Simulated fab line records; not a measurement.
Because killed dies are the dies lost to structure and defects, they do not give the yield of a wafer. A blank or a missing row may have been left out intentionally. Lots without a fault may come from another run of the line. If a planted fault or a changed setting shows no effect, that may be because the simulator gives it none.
Which tool was responsible? -- flow nandHarc -- 10 lots with 30 wafers sampled at 5 steps, on a route of 1302 steps

WHAT THE GAUGES READ, wafer by wafer
NHARC_A_M1_INSPECT_27. Usual: 561 for rawDefectCount, sd 180.
lot,measured,on,rawDefectCount,flag
L506,day 23 01:13,defectInspect-01,491 501 408,
L505,day 23 12:32,defectInspect-02,556 697 439,
L508,day 23 18:14,defectInspect-02,409 391 372,
L507,day 23 18:47,defectInspect-01,343 459 484,
L510,day 24 11:19,defectInspect-02,425 497 569,
L512,day 25 18:11,defectInspect-02,547 498 640,
L513,day 26 05:02,defectInspect-02,446 471 413,
L521,day 29 20:05,defectInspect-01,526 505 496,
L526,day 31 18:00,defectInspect-01,485 555 448,
L528,day 31 21:01,defectInspect-02,477 529 558,

NHARC_END_SORT_01. Usual: defectLimitedYield 92.7 %, standard deviation 2.6; killedAtArray 45, standard deviation 18; killedAtOther 0.9, standard deviation 1.3; killedAtPeriphery 3.7, standard deviation 2.2; killedDies 50, standard deviation 18; killedOpen 3.2, standard deviation 1.9; killedShort 2.4, standard deviation 1.6; sort_bin_2_pct 2.5 %, standard deviation 1.1; sort_bin_3_pct 0.6 %, standard deviation 0.36; sort_bin_4_pct 4.3 %, standard deviation 1.5; sortNPass 627, standard deviation 18; sortRimYieldPct 92 %, standard deviation 4.3; sortYieldPct 92.7 %, standard deviation 2.6.
lot,measured,on,defectLimitedYield (%),killedAtArray,killedAtOther,killedAtPeriphery,killedDies,killedOpen,killedShort,sort_bin_2_pct (%),sort_bin_3_pct (%),sort_bin_4_pct (%),sortNPass,sortRimYieldPct (%),sortYieldPct (%),flag
L505,day 24 20:38,prober-02,92.2 89.4 90.7,44 66 57,0 2 2,9 4 4,53 72 63,2 3 1,4 2 3,2.8 4.1 2.4,0.6 0.7 1.0,4.4 5.8 5.9,624 605 614,90 95 92,92.2 89.4 90.7,
L512,day 27 06:01,prober-01,87.9 88.9 87.9,78 74 80,0 1 0,4 0 2,82 75 82,3 4 3,6 1 2,4.3 4.9 4.3,1.5 0.7 1.9,6.4 5.5 5.9,595 602 595,86 89 89,87.9 88.9 87.9,
L521,day 31 07:25,prober-01,91.9 93.1 93.8,55 44 40,0 0 0,0 3 2,55 47 42,3 7 7,1 1 0,2.4 2.7 1.5,0.4 0.4 0.4,5.3 3.8 4.3,622 630 635,96 97 88,91.9 93.1 93.8,
L526,day 33 13:41,prober-02,96.9 98.1 96.2,13 10 20,1 1 2,7 2 4,21 13 26,4 1 4,3 4 2,0.6 0.7 1.0,0.1 0 0.1,2.4 1.2 2.7,656 664 651,94 97 95,96.9 98.1 96.2,

WHAT TOOL EACH LOT RAN ON (gives the tool, then ch and the chambers of the sampled wafers, and finally the start)
lot,NHARC_A_BONDPAD_ETCH_34,NHARC_THIN_TSV_DESCUM_14,NHARC_THIN_TSV_ETCH_44
L506,"rieDiel-10 ch 0,3, day 23 03:19","rieDiel-03 ch 0,2,3, day 23 19:08","rieDiel-03 ch 1,3, day 23 19:12"
L505,"rieDiel-10 ch 0,2,3, day 23 14:38","rieDiel-01 ch 0,3, day 24 05:46","rieDiel-03 ch 0,3, day 24 05:52"
L508,"rieDiel-02 ch 2,3, day 23 20:28","rieDiel-11 ch 0,1,2, day 24 11:19","rieDiel-11 ch 1,3, day 24 11:23"
L507,"rieDiel-02 ch 0,2,3, day 23 21:05","rieDiel-11 ch 0,1, day 24 12:39","rieDiel-11 ch 0,1,3, day 24 12:51"
L510,"rieDiel-10 ch 0,3, day 24 13:33","rieDiel-11 ch 2,3, day 25 05:01","rieDiel-11 ch 0,1,2, day 25 05:13"
L512,"rieDiel-02 ch 1,2,3, day 25 20:35","rieDiel-01 ch 0,1,2, day 26 14:19","rieDiel-01 ch 1,2, day 26 14:25"
L513,"rieDiel-09 ch 0,2,3, day 26 07:09","rieDiel-01 ch 0,2, day 26 22:02","rieDiel-01 ch 0,1, day 26 22:16"
L521,"rieDiel-10 ch 0,2,3, day 29 22:12","rieDiel-01 ch 0,2,3, day 30 15:53","rieDiel-01 ch 0,1,2, day 30 16:07"
L526,"rieDiel-02 ch 1,2, day 31 20:54","rieDiel-03 ch 1,3, day 32 11:49","rieDiel-03 ch 0,2, day 32 11:53"
L528,"rieDiel-02 ch 0,2,3, day 31 23:20","rieDiel-11 ch 1,2,3, day 32 13:00","rieDiel-11 ch 0,1,2, day 32 13:05"
- NHARC_A_BONDPAD_ETCH_34: etches the open film in N2/H2, target depth 60 nm, overetch 18 nm, time 65.91 s.
- NHARC_THIN_TSV_DESCUM_14: chemistry O2, time 3 s.
- NHARC_THIN_TSV_ETCH_44: etches the open film in CF4/O2, target depth 1594.2 nm, time 797.1 s.

AS READ BY THE TOOLS THEMSELVES (means over the sampled wafers that have a number; for cases with no such wafer, the mark the record gives instead)
NHARC_A_BONDPAD_ETCH_34. Usual: drypumpMotorCurrentA 6.2 A, standard deviation 0.39; oesProductAu 1.000 a.u., standard deviation 0.013; rfFwdPowerW 396.0 W, standard deviation 1.9; rfVppV 430.8 V, standard deviation 2.9; showerheadPlenumPTorr 2.05 Torr, standard deviation 0.1; throttleValvePct 14.172 %, standard deviation 0.0089.
lot,tool,drypumpMotorCurrentA (A),oesProductAu (a.u.),rfFwdPowerW (W),rfVppV (V),showerheadPlenumPTorr (Torr),throttleValvePct (%),flag
L506,rieDiel-10,5.9,1.020,397.3,429.6,2.01,14.172,
L505,rieDiel-10,5.9,1.022,396.7,431.7,2.07,14.177,
L508,rieDiel-02,6.5,0.992,395.6,427.8,1.94,14.166,
L507,rieDiel-02,6.4,0.985,396.6,430.9,2.03,14.175,
L510,rieDiel-10,6.0,1.026,397.0,432.8,2.10,14.168,
L512,rieDiel-02,6.6,0.995,394.4,428.5,1.98,14.158,
L513,rieDiel-09,5.3,0.987,397.9,432.0,2.12,14.164,
L521,rieDiel-10,5.9,0.997,396.3,431.9,2.07,14.177,
L526,rieDiel-02,6.6,0.995,396.6,429.2,2.01,14.174,
L528,rieDiel-02,6.4,1.003,395.5,429.3,2.02,14.172,

NHARC_THIN_TSV_DESCUM_14. Usual: drypumpMotorCurrentA 5.7 A, standard deviation 0.32; oesProductAu 1.000 a.u., standard deviation 0.015; rfVppV 57.9 V, standard deviation 0.96; showerheadPlenumPTorr 1.92 Torr, standard deviation 0.08; throttleValvePct 11.311 %, standard deviation 0.0076.
lot,tool,drypumpMotorCurrentA (A),oesProductAu (a.u.),rfVppV (V),showerheadPlenumPTorr (Torr),throttleValvePct (%),flag
L506,rieDiel-03,5.8,0.998,58.2,1.99,11.314,
L505,rieDiel-01,5.7,0.994,58.4,1.82,11.309,
L508,rieDiel-11,6.0,1.001,57.1,1.88,11.313,
L507,rieDiel-11,6.1,1.003,57.3,1.86,11.316,
L510,rieDiel-11,5.7,0.979,58.7,1.94,11.309,
L512,rieDiel-01,5.6,1.004,58.4,1.94,11.308,
L513,rieDiel-01,5.6,1.001,58.2,1.91,11.314,
L521,rieDiel-01,5.6,1.014,57.9,1.86,11.307,
L526,rieDiel-03,5.7,0.987,57.7,2.00,11.309,
L528,rieDiel-11,5.7,0.991,57.9,1.93,11.307,

NHARC_THIN_TSV_ETCH_44. Usual: drypumpMotorCurrentA 5.7 A, standard deviation 0.31; oesProductAu 0.998 a.u., standard deviation 0.015; rfFwdPowerW 299.6 W, standard deviation 0.93; rfVppV 796 V, standard deviation 4.4; showerheadPlenumPTorr 1.85 Torr, standard deviation 0.07; throttleValvePct 16.914 %, standard deviation 0.0084.
lot,tool,drypumpMotorCurrentA (A),oesProductAu (a.u.),rfFwdPowerW (W),rfVppV (V),showerheadPlenumPTorr (Torr),throttleValvePct (%),flag
L506,rieDiel-03,5.5,0.988,298.7,795,1.85,16.913,
L505,rieDiel-03,5.5,1.003,299.8,801,1.93,16.906,
L508,rieDiel-11,5.8,0.987,300.4,796,1.85,16.913,
L507,rieDiel-11,5.8,1.000,300.0,795,1.84,16.912,
L510,rieDiel-11,6.0,0.998,299.2,792,1.80,16.917,
L512,rieDiel-01,5.8,0.995,299.1,797,1.87,16.911,
L513,rieDiel-01,5.6,1.001,299.6,799,1.89,16.913,
L521,rieDiel-01,5.6,1.086,340.3,796,1.86,16.917,OFF
L526,rieDiel-03,5.7,1.002,300.1,797,1.88,16.910,
L528,rieDiel-11,6.0,0.988,299.5,792,1.80,16.902,

THE ANSWER, worked out from the rows above alone
Rule: a lot is off if the mean of its wafers that have a number lies more than 3 standard deviations from the usual mean. Also off: a lot with no number at a reading for which 4 or more lots have one. Where the step has rows for the other lots, those lots are counted as sound. First the gauges in route order, then the tools' own readings, where a lot's mean is used as printed above. At the first step where some lot is off, the reading lying furthest off is the one used; lots without a number count as furthest.
Off at NHARC_THIN_TSV_ETCH_44 (rfFwdPowerW): L521.
A tool fits if, at that step or a process step before it, it ran every lot that is off, and no sound lot after the first of them. 2 tools fit, rieDiel-10 at NHARC_A_BONDPAD_ETCH_34 and rieDiel-01 at NHARC_THIN_TSV_DESCUM_14 and NHARC_THIN_TSV_ETCH_44, so this cannot tell which one it is.

WHAT THE SIMULATOR HAD INSERTED
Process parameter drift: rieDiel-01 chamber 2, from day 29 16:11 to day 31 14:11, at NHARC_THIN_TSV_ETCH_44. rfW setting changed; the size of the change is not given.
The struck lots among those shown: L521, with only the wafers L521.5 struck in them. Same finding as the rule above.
